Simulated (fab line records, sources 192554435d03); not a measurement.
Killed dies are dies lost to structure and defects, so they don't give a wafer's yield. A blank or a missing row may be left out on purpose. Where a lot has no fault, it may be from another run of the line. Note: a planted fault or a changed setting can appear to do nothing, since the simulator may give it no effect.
A lot that was struck, set against a sound lot | flow n5_finfet | 29 steps out of a route of 1938
Sound: the wafers L180.1, L180.2, L180.5. Struck: wafer L186.3; the same lot's L186.1 was not struck, so it is left out; see the end for the cause.
Order at every step that has rows: each side's tool, ch and its chambers, its first start. Under that, the readings that differ: sound wafers | struck wafers | difference of the means | sigmas: that difference in standard deviations of wafers without a fault.
alike: readings whose means differ by less than 2 such deviations, and words and numbers that are the same on both sides. not compared: withheld readings, readings that some wafer has no value for, bounds like >300 that may hide the same value, and numbers for which the record gives no deviation and whose values overlap.
The two part at a step that has a row with sigmas, a row that says differs or no value, or rows on one side only. When numbers do not overlap yet have no deviation, they are printed without sigmas and do not part them. Lack of a reading on every wafer of one side parts them only where that side has two or more wafers.

first, 1 step without rows for these wafers: N5_MIM_BOT_LITHO_HARDBAKE_09 (time 120 s).
N5_MIM_BOT_LITHO_CD_MEAS_08: target cd 3000 nm.
  sound on cd_sem-03 ch 0, day 13 02:58; struck on cd_sem-03 ch 0, day 14 12:50
  alike: cd_nm
N5_MIM_BOT_LITHO_OVL_MEAS_11:
  sound on overlay-02 ch 0, day 13 03:00; struck on overlay-02 ch 0, day 14 12:52
  alike: MIM_BOT_OVL
N5_MIM_BOT_LITHO_INSPECT_12: inspects for defects (macro).
  sound on defect_inspect-02 at day 13 03:02; struck on defect_inspect-02 at day 14 12:53
  alike: raw_defect_count
N5_MIM_BOT_LITHO_DESCUM_10: chemistry O2, time 7.9 s.
  sound on rie_diel-05 ch 2,3, day 13 03:04; struck on rie_diel-03 ch 2, day 14 13:32
  alike: drypump_motor_current_A, oes_product_au, rf_vpp_V, showerhead_plenum_p_Torr, throttle_valve_pct
  not compared: rf_hours_counter_h
N5_MIM_BOT_ETCH_ETCH_04: etches SiNx in CF4/O2, target depth 26 nm, time 13 s.
  sound on rie_diel-05 ch 2,3, day 13 03:08; struck on rie_diel-03 ch 2, day 14 13:36
  alike: drypump_motor_current_A, oes_product_au, rf_vpp_V, showerhead_plenum_p_Torr, throttle_valve_pct
  not compared: rf_hours_counter_h
N5_MIM_BOT_ETCH_ETCH_03: etches the open film in Cl2/BCl3, target depth 12 nm.
  sound on rie_metal-02 ch 0,1, day 13 03:13; struck on rie_metal-02 ch 1, day 14 13:41
  alike: drypump_motor_current_A, oes_product_au, throttle_valve_pct
  not compared: rf_hours_counter_h
N5_MIM_BOT_ETCH_ETCH_00: etches TiN in Cl2/BCl3, target depth 45.5 nm.
  sound on rie_metal-02 ch 0,1, day 13 03:19; struck on rie_metal-02 ch 1, day 14 13:47
  alike: drypump_motor_current_A, oes_product_au, throttle_valve_pct
  not compared: rf_hours_counter_h
then, 4 steps without rows for these wafers: N5_MIM_BOT_ETCH_STRIP_01 (strips in O2); N5_MIM_BOT_ETCH_STRIP_02 (strips in post etch residue remover, time 1200 s); N5_MIM_BOT_ETCH_CLEAN_05 (cleans in IPA, time 180 s); N5_MIM_BOT_ETCH_SRD_06 (time 30 s).
N5_PASSIVATION_PECVD_55: deposits SiO2 from SiH4/N2O, target thk 400 nm, time 22.5 s.
  sound on pecvd-02 ch 1,2, day 13 03:57; struck on pecvd-02 ch 0, day 14 14:40
  reading                                        | sound             | struck | difference | sigmas
  model.SiO2_of_PASSIVATION_PECVD_55.thk_nm (nm) | 393.4 395.4 394.6 | 414.2  | +19.7      |
  alike: heater_power_w, showerhead_plenum_p_Torr, throttle_valve_pct
N5_PASSIVATION_PECVD_01: deposits SiNx from SiH4/NH3/N2, target thk 200 nm, time 43.2 s.
  sound on pecvd-02 ch 1,2, day 13 03:59; struck on pecvd-02 ch 0, day 14 14:42
  alike: heater_power_w, showerhead_plenum_p_Torr, throttle_valve_pct
then, 8 steps without rows for these wafers: N5_PASSIVATION_HMDS_03 (time 60 s); N5_PASSIVATION_COAT_04; N5_PASSIVATION_EBR_06; N5_PASSIVATION_SOFTBAKE_05 (time 90 s); N5_PASSIVATION_EXPOSE_07 (exposes mask TV, defocus 0 nm, target cd 3000 nm); N5_PASSIVATION_PEB_08; N5_PASSIVATION_DEVELOP_09 (develop time 60 s); N5_PASSIVATION_HARDBAKE_11 (time 120 s).
N5_PASSIVATION_CD_MEAS_10: target cd 3000 nm.
  sound on cd_sem-02 ch 0, day 13 04:36; struck on cd_sem-02 ch 0, day 14 15:20
  alike: cd_nm
N5_PASSIVATION_OVL_MEAS_60:
  sound on overlay-02 ch 0, day 13 04:38; struck on overlay-02 ch 0, day 14 15:22
  alike: TV_OVL
N5_PASSIVATION_INSPECT_61: inspects for defects (macro).
  sound on defect_inspect-02 at day 13 04:39; struck on defect_inspect-02 at day 14 15:24
  alike: raw_defect_count
then, 2 steps without rows for these wafers: N5_PASSIVATION_DESCUM_12 (chemistry O2, time 7.9 s); N5_PASSIVATION_PASS_ETCH_74 (etches SiNx in CF4/O2, target depth 220 nm, time 110 s).
N5_PASSIVATION_VIA_ETCH_13: etches SiO2 in CHF3/O2, target depth 660 nm, time 330 s.
  sound on rie_diel-06 ch 1,2,3, day 13 05:02; struck on rie_diel-02 ch 1, day 14 15:35
  alike: drypump_motor_current_A, etch_rf_on_time_s, oes_product_au, rf_vpp_V, showerhead_plenum_p_Torr, throttle_valve_pct
  not compared: rf_hours_counter_h, model.coat_of_PASSIVATION_COAT_04.thk_nm
then, 1 step without rows for these wafers: N5_PASSIVATION_STRIP_14 (strips in O2).

== WHERE THEY PART ==
Nowhere in this record.

WHY: what had been put in by the simulator
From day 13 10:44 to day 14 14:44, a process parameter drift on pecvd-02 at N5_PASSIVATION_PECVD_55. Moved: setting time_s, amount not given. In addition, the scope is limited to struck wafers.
